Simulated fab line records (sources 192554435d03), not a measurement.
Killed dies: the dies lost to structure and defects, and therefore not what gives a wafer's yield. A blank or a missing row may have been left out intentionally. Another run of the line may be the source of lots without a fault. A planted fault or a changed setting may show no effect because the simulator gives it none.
Split-lot experiment | flow n5_finfet | 7 lots, 21 wafers read, on a route of 1938 steps

== ABOUT THE SPLIT ==
At N5_BEOL_M4_DESCUM_33 (chemistry O2, time 7 s), the setting time_s was moved away from the recipe's 7 s on 10 of the 21 wafers read, by -12.2% to +12.8%. All remaining wafers had this setting at the recipe value.

== FROM THE SPLIT TO THE READING: what the file shows between them, 3 steps ==
- N5_BEOL_M4_ETCH_77: etches underlayer in N2/H2, target depth 6.5 nm, time 5.2 s
- N5_BEOL_M4_ETCH_69: etches SiARC in CF4, target depth 15.6 nm, time 26 s
- N5_BEOL_M4_ALD_98: deposits SiO2, target thk 2.5 nm, pulse time 1 s, co reactant pulse time 1 s

== THE READING ==
CAR-EUV_of_BEOL_M4_COAT_22.thk_nm (the simulator's own value, which no gauge read), in nm, at N5_BEOL_M4_ETCHBACK_99 (etches SiO2 in CHF3, target depth 5 nm, time 10.4 s). No usual value for it is given in the file. Here, 11 wafers ran the recipe; their average is 10.4 nm with a standard deviation of 0.1 nm.

wafer  | tool, chamber at the split | time_s as run, s | against the recipe | CAR-EUV_of_BEOL_M4_COAT_22.thk_nm, nm | against lot-mates on the recipe
L074.1 | rie_diel-01, 2             | 7.75             | +10.7%             | 10                                    | -0.4
L074.3 | rie_diel-01, 3             | 7.75             | +10.7%             | 10                                    | -0.4
L074.5 | rie_diel-01, 0             | 7                | recipe             | 10.4                                  | -
L075.2 | rie_diel-04, 2             | 6.412            | -8.4%              | 10.8                                  | +0.4
L075.3 | rie_diel-04, 3             | 6.412            | -8.4%              | 10.6                                  | +0.2
L075.5 | rie_diel-04, 2             | 7                | recipe             | 10.4                                  | -
L079.2 | rie_diel-03, 3             | 7                | recipe             | 10.2                                  | -
L079.3 | rie_diel-03, 1,2           | 7                | recipe             | 10.4                                  | -
L079.4 | rie_diel-03, 1,2           | 7                | recipe             | 10.4                                  | -
L080.1 | rie_diel-03, 1,0           | 6.559            | -6.3%              | 10.6                                  | +0.0
L080.2 | rie_diel-03, 1,0           | 6.559            | -6.3%              | 10.6                                  | +0.0
L080.6 | rie_diel-03, 0             | 7                | recipe             | 10.6                                  | -
L083.1 | rie_diel-04, 0             | 6.147            | -12.2%             | 10.8                                  | +0.4
L083.3 | rie_diel-04, 2             | 7                | recipe             | 10.4                                  | -
L083.6 | rie_diel-04, 0             | 6.147            | -12.2%             | 11                                    | +0.6
L084.1 | rie_diel-03, 0,2,1         | 7                | recipe             | 10.4                                  | -
L084.2 | rie_diel-03, 0,2,1         | 7                | recipe             | 10.4                                  | -
L084.3 | rie_diel-03, 0,2,1         | 7                | recipe             | 10.4                                  | -
L096.1 | rie_diel-01, 1,0           | 7.896            | +12.8%             | 9.8                                   | -0.4
L096.3 | rie_diel-01, 1,0           | 7.896            | +12.8%             | 9.8                                   | -0.4
L096.4 | rie_diel-01, 0             | 7                | recipe             | 10.2                                  | -
If several chambers appear in one row, that row covers several wafers at once and the file leaves open which wafer was in which chamber.

THE FIT
A straight line over all 21 wafers: CAR-EUV_of_BEOL_M4_COAT_22.thk_nm changes by -0.0408 nm for each +1% of time_s; r = -0.95; the points scatter about the line by 0.096 nm.
The same after taking each lot's own level away (the mean of its wafers on the recipe; 21 wafers): -0.0336 nm for each +1%; r = -0.93; scatter 0.096 nm.
That fit puts the effect of the largest move of time_s on the reading at 0.43 nm.
Measured against the standard deviation above, the lots' own levels, which go from 10.20 to 10.60 nm, span 3.9 times it.
So the slope is not independent of the lot-to-lot level: the two fits are not the same.
Check: for one of the wafers moved furthest among these (+12.8%), held out of the fit, the line's prediction against its lot-mates is -0.452 nm. Against them it came out at -0.4 nm.

== THE WHOLE CHAIN: every reading that the file lists as answering this split, in the file's order ==
step                   | what it does                                                | reading                                                                            | change (the file's fit)                | r (the file's)
N5_BEOL_M4_DESCUM_33   | chemistry O2, time 7 s                                      | CAR-EUV_of_BEOL_M4_COAT_22.thk_nm (the simulator's own value, which no gauge read) | -0.0333 nm for each +1% of the setting | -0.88
N5_BEOL_M4_ETCH_77     | etches underlayer in N2/H2, target depth 6.5 nm, time 5.2 s | CAR-EUV_of_BEOL_M4_COAT_22.thk_nm (the simulator's own value, which no gauge read) | -0.0297 nm for each +1% of the setting | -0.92
N5_BEOL_M4_ETCH_69     | etches SiARC in CF4, target depth 15.6 nm, time 26 s        | CAR-EUV_of_BEOL_M4_COAT_22.thk_nm (the simulator's own value, which no gauge read) | -0.0317 nm for each +1% of the setting | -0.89
N5_BEOL_M4_ETCHBACK_99 | etches SiO2 in CHF3, target depth 5 nm, time 10.4 s         | CAR-EUV_of_BEOL_M4_COAT_22.thk_nm (the simulator's own value, which no gauge read) | -0.0335 nm for each +1% of the setting | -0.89

== FILE'S OWN FIT ==
CAR-EUV_of_BEOL_M4_COAT_22.thk_nm changes by -0.0335 nm for each +1% of time_s, r = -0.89.
